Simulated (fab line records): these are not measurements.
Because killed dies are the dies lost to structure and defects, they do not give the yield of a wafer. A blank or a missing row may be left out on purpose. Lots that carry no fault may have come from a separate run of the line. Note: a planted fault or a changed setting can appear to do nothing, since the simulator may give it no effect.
Struck lot and sound lot, side by side / flow n5Finfet / 28 steps out of a route of 1938
Sound: wafers L479.4, L479.5, L479.6. Struck: wafers L495.2, L495.4, L495.6. Last of all comes the cause.
Order at every step that has rows: each side's tool, ch and its chambers, its first start. Under that, the readings that differ: sound wafers / struck wafers / difference of the means / sigmas: that difference in standard deviations of wafers without a fault.
alike: same words and numbers on both sides, and readings whose means sit less than 2 such deviations apart. not compared: any withheld reading, any reading some wafer has no value for, any bound like >300 that may hide the same value, and any number with overlapping values for which the record gives no deviation.
Wherever a step has rows on one side only, a row that says differs or no value, or a row with sigmas, the two part there. Non-overlapping numbers with no deviation appear without sigmas and do not part them. A reading that every wafer of one side lacks parts them only if that side has two wafers or more.

first, 8 steps without rows for these wafers: N5_BEOL_M0_CMP_120 (polishes, stops on SiOC, t overpolish 6.9 s); N5_BEOL_M0_PRE_CLEAN_131 (time 15 s); N5_BEOL_M0_CO_CAP_123 (material Co, precursor CCTBA/H2, target thk 2 nm, time 102.1 s); N5_BEOL_M0_PRE_CLEAN_124 (time 15 s); N5_BEOL_M0_DEP_125 (deposits SiCN from 3MS/NH3, target thk 8 nm, time 14 s); N5_BEOL_M1_ILD_DEP_00 (deposits SiOC from DEMS/O2, target thk 79 nm, time 15.3 s); N5_BEOL_M1_PECVD_72 (deposits SiO2 from TEOS/O2, target thk 16 nm, time 18 s); N5_BEOL_M1_HM_DEP_02 (deposits TiN, target thk 20 nm).
N5_BEOL_M1_COAT_61: time 60 s, resist thk 60 nm.
  sound on lithoTrack-01 ch 0, day 6 02:25; struck on lithoTrack-01 ch 0, day 10 02:44
reading=spinSpeedRpm (rpm); sound=1501.4 1500.5 1501.8; struck=1605.7 1604.0 1603.0; difference=+103.0; sigmas=+99 or more
reading=model.SOC_of_BEOL_M1_COAT_61.thkNm (nm); sound=60 60 60.2; struck=58 58 58; difference=-2; sigmas=
  alike: dispensePressureKPa, plateTempC
then, 11 steps without rows for these wafers: N5_BEOL_M1_COAT_62 (time 60 s, resist thk 12 nm); N5_BEOL_M1_COAT_73 (time 60 s, resist thk 5 nm); N5_BEOL_M1_COAT_05 (resist thk 30 nm); N5_BEOL_M1_EBR_07; N5_BEOL_M1_SOFTBAKE_06 (time 60 s); N5_BEOL_M1_EXPOSE_08 (exposes mask M1); N5_BEOL_M1_PEB_09 (peb time 60 s); N5_BEOL_M1_DEVELOP_10 (develop time 30 s); N5_BEOL_M1_DESCUM_16 (chemistry O2, time 7 s); N5_BEOL_M1_ETCH_74 (etches underlayer in N2/H2, target depth 6.5 nm, time 5.2 s); N5_BEOL_M1_ETCH_63 (etches SiARC in CF4, target depth 15.6 nm, time 26 s).
N5_BEOL_M1_ETCH_64: etches SOC in N2/H2, target depth 75 nm, overetch 15 nm, time 112.5 s.
  sound on rieDiel-03 ch 0,1,3, day 6 03:11; struck on rieDiel-06 ch 0,2,3, day 10 03:19
reading=model.etch.depthNm (nm); sound=60.07 60.09 60.12; struck=57.93 57.98 57.97; difference=-2.13; sigmas=
  alike: drypumpMotorCurrentA, h2FlowSccm, oesProductAu, rfVppV, showerheadPlenumPTorr, throttleValvePct
  not compared: rfHoursCounterH
then, 3 steps without rows for these wafers: N5_BEOL_M1_STRIP_65 (strips in N2/H2); N5_BEOL_M1_STRIP_75 (strips in N2/H2); N5_BEOL_M1_STRIP_66 (strips in CF4).
N5_BEOL_M1_HM_OPEN_17: chemistry Cl2/BCl3, target TiN, target depth 20 nm, overetch 6 nm.
  sound on rieMetal-03 ch 0,1, day 6 03:20; struck on rieMetal-03 ch 0,1, day 10 03:29
reading=model.SOC_of_BEOL_M1_COAT_61.thkNm (nm); sound=52.4 52.4 52; struck=49.6 50.2 50.2; difference=-2.3; sigmas=
  alike: drypumpMotorCurrentA, oesProductAu, throttleValvePct
  not compared: rfHoursCounterH
then, 1 step without rows for these wafers: N5_BEOL_M1_STRIP_19 (strips in O2).
-- record jumps: 3 days separate the struck wafers' starts on either side; left off in module BEOL_M1, taken up again in module BEOL_M4, whose first shown step is the route's number 1111 --
N5_BEOL_M4_RC_MEAS_101:
  sound on prober-01 ch 0, day 9 02:01; struck on prober-02 ch 0, day 13 05:44
  alike: DIBL_N, DIBL_P, IOFF_N, IOFF_P, ION_N, ION_P, SS_N, SS_P, VT_N, VT_P
-- here the record skips 5 days between the struck wafers' starts before and after, leaving off in module BEOL_M4 and picking up in module PASSIVATION (first step shown: number 1936 of the route) --
N5_PASSIVATION_PROBE_49:
  sound: prober-01 at day 13 21:55; struck: prober-01 at day 18 02:46
  alike: defectLimitedYield, killed_at_M0_to_M3, killed_at_M4_up, killedAtContacts, killedAtFrontEnd, killedAtOther, killedDies, killedOpen, killedShort, sort_bin_5_function, sort_bin_6_memory, sort_bin_8_speed, sortNPass, sortYieldPct

== WHERE THEY PART ==
Within this record, at N5_BEOL_M1_COAT_61 only. Later steps at which nothing parts them and some readings are alike: N5_BEOL_M1_ETCH_64, N5_BEOL_M1_HM_OPEN_17, N5_BEOL_M4_RC_MEAS_101, N5_PASSIVATION_PROBE_49.

WHY: what had been put in by the simulator
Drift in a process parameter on lithoTrack-01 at N5_BEOL_M1_COAT_61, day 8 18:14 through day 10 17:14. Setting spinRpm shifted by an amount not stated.
